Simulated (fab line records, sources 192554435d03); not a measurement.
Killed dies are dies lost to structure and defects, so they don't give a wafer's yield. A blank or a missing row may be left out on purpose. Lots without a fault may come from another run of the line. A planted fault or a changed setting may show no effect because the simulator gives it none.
Chamber matching | flow n5_finfet | N5_BEOL_M2_STRIP_36 on rie_diel-05: 4 sister chambers
The step strips in N2/H2. 18 wafers are shown with their chamber, then 9 later ones without.

WAFERS WITH THEIR CHAMBER
wafer  | chamber | drypump_motor_current_A (A) | throttle_valve_pct (%) | showerhead_plenum_p_Torr (Torr)
L074.2 | 2       | 6.3                         | 23.48                  | 2.45
L074.3 | 3       | 6.0                         | 23.71                  | 2.70
L074.5 | 1       | 6.5                         | 23.27                  | 2.38
L076.1 | 3       | 5.9                         | 23.72                  | 2.70
L076.2 | 1       | 6.5                         | 23.28                  | 2.38
L076.5 | 3       | 6.0                         | 23.74                  | 2.70
L078.1 | 1       | 6.5                         | 23.29                  | 2.38
L078.3 | 3       | 5.9                         | 23.74                  | 2.70
L078.5 | 3       | 6.0                         | 23.70                  | 2.70
L081.1 | 3       | 6.0                         | 23.74                  | 2.70
L081.2 | 2       | 6.3                         | 23.50                  | 2.44
L081.6 | 0       | 5.8                         | 23.42                  | 2.47
L082.1 | 0       | 5.8                         | 23.44                  | 2.47
L082.4 | 3       | 5.9                         | 23.75                  | 2.69
L082.6 | 2       | 6.2                         | 23.52                  | 2.44
L088.1 | 3       | 6.0                         | 23.80                  | 2.69
L088.2 | 1       | 6.5                         | 23.19                  | 2.69
L088.4 | 0       | 5.8                         | 23.46                  | 2.46

SIGNATURES (means of the wafers above)
reading                  | chamber 0 | chamber 1 | chamber 2 | chamber 3 | scatter within a chamber
drypump_motor_current_A  | 5.800     | 6.500     | 6.267     | 5.963     | 0.0426
throttle_valve_pct       | 23.4400   | 23.2575   | 23.5000   | 23.7375   | 0.0321
showerhead_plenum_p_Torr | 2.4667    | 2.4575    | 2.4433    | 2.6975    | 0.0719
Rule: a wafer's distance from a chamber is the root of the sum, over the readings, of the square of ((its reading less the chamber's mean) divided by the reading's scatter). The wafer belongs to the nearest chamber; if the next one is less than 2 further off, it can't be placed. The scatter: the root of (the sum of the squares of (reading less its chamber's mean) over the shown wafers, divided by (wafers less chambers)).

WAFERS WITHOUT THEIR CHAMBER
wafer  | drypump_motor_current_A (A) | throttle_valve_pct (%) | showerhead_plenum_p_Torr (Torr)
L093.1 | 5.8                         | 23.48                  | 2.46
L093.2 | 6.5                         | 23.21                  | 2.68
L093.3 | 6.0                         | 23.78                  | 2.68
L092.2 | 5.9                         | 23.76                  | 2.68
L092.4 | 5.8                         | 23.49                  | 2.46
L092.6 | 5.8                         | 23.48                  | 2.46
L097.2 | 5.9                         | 23.80                  | 2.68
L097.4 | 6.5                         | 23.22                  | 2.68
L097.6 | 5.8                         | 23.48                  | 2.46

WHICH CHAMBER EACH WENT THROUGH
wafer  | from the rows above | in truth
L093.1 | 0                   | 0
L093.2 | 1                   | 1
L093.3 | 3                   | 3
L092.2 | 3                   | 3
L092.4 | 0                   | 0
L092.6 | 0                   | 0
L097.2 | 3                   | 3
L097.4 | 1                   | 1
L097.6 | 0                   | 0
Placed correctly: 9 of 9. Can't be placed from these rows: 0. Placed wrongly: 0.
